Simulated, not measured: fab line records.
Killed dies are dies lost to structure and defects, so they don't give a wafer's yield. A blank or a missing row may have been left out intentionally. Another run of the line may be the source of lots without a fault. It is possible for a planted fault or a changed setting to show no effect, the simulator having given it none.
Struck lot and sound lot, side by side / flow nand-harc / 14 steps out of a route of 1159
Sound: wafers L622.1, L622.2, L622.5. Struck: wafers L624.2, L624.6. (L624.5 of the same lot was not struck and is left out.) The cause comes at the end.
Order at every step that has rows: each side's tool, ch and its chambers, its first start. Under that, the readings that differ: sound wafers / struck wafers / difference of the means / sigmas: that difference in standard deviations of wafers without a fault.
alike: words and numbers the same on both sides, and readings whose means are apart by under 2 such deviations; not compared: readings that were withheld, readings missing a value for some wafer, numbers with overlapping values and no deviation given by the record, and bounds like >300 which may hide the same value.
The two part at a step that has a row with sigmas, a row that says differs or no value, or rows on one side only. When numbers do not overlap yet have no deviation, they are printed without sigmas and do not part them. A reading missing from all wafers of one side parts the sides only when that side holds two or more wafers.

NHARC_A_WL_FILL_CVD_03: deposits W, target thk 40 nm, time 3302 s.
  sound on cvd-w-01 ch 0,1, day 16 21:36; struck on cvd-w-01 ch 0, day 17 13:40
  alike: heater-power-w, mfc-wf6-sccm, throttle-valve-pct
then, 1 step without rows for these wafers: NHARC_A_WL_FILL_ETCHBACK_04 (etches the open film in NF3, target depth 60 nm, time 120 s).
NHARC_A_WL_FILL_ETCHBACK_05: etches the open film in Cl2/BCl3, target depth 22 nm, time 60 s.
  sound on rie-metal-02 ch 0,1, day 17 01:07; struck on rie-metal-02 ch 0,1, day 17 16:48
  alike: drypump-motor-current-A, oes-product-au
  not compared: rf-hours-counter-h
NHARC_A_WL_FILL_STRIP_27: strips in N2/H2, time 20 s.
  sound on plasma-asher-01 ch 0,1, day 17 01:16; struck on plasma-asher-02 ch 0,1, day 17 17:08
  alike: drypump-motor-current-A, heater-power-w
  not compared: rf-hours-counter-h
then, 4 steps without rows for these wafers: NHARC_A_WL_FILL_STRIP_28 (strips in post etch residue remover, time 1200 s); NHARC_A_WL_FILL_PRECLEAN_06 (cleans in DIW, time 300 s); NHARC_A_WL_FILL_SRD_07; NHARC_A_WL_FILL_ANNEAL_08 (time 1800 s).
NHARC_A_WL_FILL_ALD_10: deposits SiO2, target thk 50 nm, pulse time 10 s, ald cycles 500.
  sound on ald-hk-01 ch 0,1,2, day 17 07:47; struck on ald-hk-01 ch 2, day 17 22:13
  alike: heater-power-w, precursor-pulse-height-rel
then, 1 step without rows for these wafers: NHARC_A_WL_FILL_ETCHBACK_16 (etches the open film in C4F8/O2/Ar, target depth 88 nm, time 17.6 s).
NHARC_A_WL_FILL_STRIP_29: strips in O2, time 20 s.
  sound on rie-diel-12 ch 1,2, day 17 12:01; struck on rie-diel-03 ch 1,2, day 18 03:01
reading=rf-vpp-V (V); sound=56.5 56.6 57.7; struck=59.2 58.4; difference=+1.9; sigmas=+2
  alike: drypump-motor-current-A, o2-flow-sccm, oes-product-au, showerhead-plenum-p-Torr, throttle-valve-pct
  not compared: rf-hours-counter-h
NHARC_A_WL_FILL_ETCHBACK_17: etches the open film in Cl2/BCl3, target depth 4 nm, time 26.7 s.
  sound on rie-metal-01 ch 1, day 17 12:07; struck on rie-metal-01 ch 1, day 18 03:07
reading=oes-product-au (a.u.); sound=1.000 1.000 1.001; struck=1.384 1.388; difference=+0.386; sigmas=+54
  alike: drypump-motor-current-A
  not compared: rf-hours-counter-h
then, 2 steps without rows for these wafers: NHARC_A_WL_FILL_PRECLEAN_18 (cleans in dHF, time 30 s); NHARC_END_SORT_01.

== WHERE THEY PART ==
Last at NHARC_A_WL_FILL_ETCHBACK_17 as far as this record goes, first at NHARC_A_WL_FILL_STRIP_29.

WHY: what had been put in by the simulator
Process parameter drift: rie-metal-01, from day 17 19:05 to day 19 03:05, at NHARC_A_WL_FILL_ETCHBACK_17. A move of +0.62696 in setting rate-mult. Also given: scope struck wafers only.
